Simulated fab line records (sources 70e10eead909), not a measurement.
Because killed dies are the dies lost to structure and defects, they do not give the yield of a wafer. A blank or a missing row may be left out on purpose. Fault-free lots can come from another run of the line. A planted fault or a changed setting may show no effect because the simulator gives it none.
Which tool did it? ; flow nand-harc ; 16 wafers from 6 lots sampled at 5 of the route's 1159 steps

## WHAT THE GAUGES READ, wafer by wafer
NHARC_END_SORT_01.
lot;measured;on;killed-at-array
L395;day 21 14:31;prober-01;13 10 12

## WHAT TOOL EACH LOT RAN ON (gives the tool, then ch and the chambers of the sampled wafers, and finally the start)
lot;NHARC_A_CONTACT_STRIP_55;NHARC_A_CONTACT_DEP_58;NHARC_A_CONTACT_ETCH_75;NHARC_A_CONTACT_ETCH_124
L388;rie-diel-02 ch 0,2,3, day 17 02:16 or earlier;pecvd-01 ch 0,1,2, day 17 02:16;rie-diel-02 ch 1,2,3, day 17 03:19;har-cap-etch-01 ch 0,1, day 17 04:21
L387;rie-diel-02 ch 1,3, day 17 13:07 or earlier;pecvd-01 ch 0,2, day 17 13:07;rie-diel-12 ch 0,1,3, day 17 14:08;har-cap-etch-01 ch 0,1, day 17 15:12
L392;rie-diel-12 ch 3, day 18 07:56 or earlier;pecvd-02 ch 0, day 18 07:56;rie-diel-02 ch 1, day 18 08:53;har-cap-etch-01 ch 0, day 18 09:56
L395;rie-diel-01 ch 0,1,3, day 18 23:34 or earlier;pecvd-02 ch 0,1,2, day 18 23:34;rie-diel-01 ch 0,1,3, day 19 00:33;har-cap-etch-01 ch 0,1, day 19 01:40
L397;rie-diel-02 ch 0,1, day 19 14:01 or earlier;pecvd-01 ch 0,1, day 19 14:01;rie-diel-01 ch 0,2,3, day 19 15:07;har-cap-etch-02 ch 0,1, day 19 16:22
L402;rie-diel-12 ch 0,1,3, day 21 11:40 or earlier;pecvd-01 ch 0,1, day 21 11:40;rie-diel-12 ch 0,2,3, day 21 12:33;har-cap-etch-02 ch 0,1, day 21 13:46
- NHARC_A_CONTACT_STRIP_55: strips in O2.
- NHARC_A_CONTACT_DEP_58: deposits SiON, target thk 60 nm.
- NHARC_A_CONTACT_ETCH_75: etches the open film in CF4, target depth 39 nm, time 65 s.
- NHARC_A_CONTACT_ETCH_124: etches the open film in C4F8/O2/Ar, time 140 s, target depth 700 nm.

## THE ANSWER, worked out from the rows above alone
Rule: the lots themselves supply what counts as usual. The widest of any qualifying gaps counts: lots, ordered by their means at a reading, are off when they make up no more than a third of the lots, leave a main group of 4 or more, and stand apart from it by 3 or more times the standard deviation of that group's means. A main group is skipped when, at the precision printed for the reading in the tables above, its means are all equal. Also off: a lot with no number at a reading for which 4 or more lots have one. All remaining lots with rows at the step are treated as sound.
No lot is off on any of the readings shown, so nothing can be concluded from this.

## WHAT WAS PUT IN BY THE SIMULATOR
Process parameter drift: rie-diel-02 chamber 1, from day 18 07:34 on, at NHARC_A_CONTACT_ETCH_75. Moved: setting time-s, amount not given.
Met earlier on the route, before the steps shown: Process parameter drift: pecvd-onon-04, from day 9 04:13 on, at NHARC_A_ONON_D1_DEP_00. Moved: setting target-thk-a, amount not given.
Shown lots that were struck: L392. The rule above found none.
